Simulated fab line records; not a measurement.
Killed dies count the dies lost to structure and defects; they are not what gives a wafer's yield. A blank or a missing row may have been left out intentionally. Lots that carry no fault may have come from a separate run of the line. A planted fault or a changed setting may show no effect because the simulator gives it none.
Matching of chambers || flow n5_finfet || N5_SPACER0_ALD_00 on ald_sin-01 has 4 sister chambers
The step deposits SiOCN, target thk 3.5 nm, pulse time 3 s, purge time 2 s. 4 wafers are shown with their chamber, then 7 later ones without.

WAFERS, EACH WITH ITS CHAMBER
{"wafer": "L076.4", "chamber": 0, "heater_power_w (W)": 950}
{"wafer": "L080.2", "chamber": 2, "heater_power_w (W)": 855}
{"wafer": "L081.2", "chamber": 3, "heater_power_w (W)": 798}
{"wafer": "L081.3", "chamber": 1, "heater_power_w (W)": 765}

WAFERS WHOSE CHAMBER IS MISSING
{"wafer": "L081.6", "heater_power_w (W)": 753}
{"wafer": "L084.2", "heater_power_w (W)": 1008}
{"wafer": "L084.4", "heater_power_w (W)": 831}
{"wafer": "L084.5", "heater_power_w (W)": 861}
{"wafer": "L085.1", "heater_power_w (W)": 839}
{"wafer": "L085.3", "heater_power_w (W)": 804}
{"wafer": "L085.5", "heater_power_w (W)": 759}

CHAMBER TAKEN BY EACH
{"wafer": "L081.6", "from the rows above": "can't be placed: 1 or 3", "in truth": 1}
{"wafer": "L084.2", "from the rows above": 0, "in truth": 0}
{"wafer": "L084.4", "from the rows above": "can't be placed: 2 or 3 or 1", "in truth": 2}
{"wafer": "L084.5", "from the rows above": 2, "in truth": 2}
{"wafer": "L085.1", "from the rows above": "can't be placed: 2 or 3", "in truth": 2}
{"wafer": "L085.3", "from the rows above": "can't be placed: 3 or 1 or 2", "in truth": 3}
{"wafer": "L085.5", "from the rows above": "can't be placed: 1 or 3", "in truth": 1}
Correct placement for 2 of the 7. Cannot be placed on the basis of these rows: 5; the candidates contain the true chamber in 5. Placed wrongly: 0.
How it was worked out, from the rows above alone: a wafer's distance from a chamber is the root of the sum, over the readings, of the square of ((its reading less the chamber's mean) divided by the reading's scatter). If the next closest chamber is less than 2 further off than the closest, the wafer can't be placed; otherwise it belongs to the closest. For every chamber, the mean is computed from those of its wafers that are shown. The scatter: root of mean squared gap, hidden wafer to nearest shown wafer, with one shown wafer a chamber.
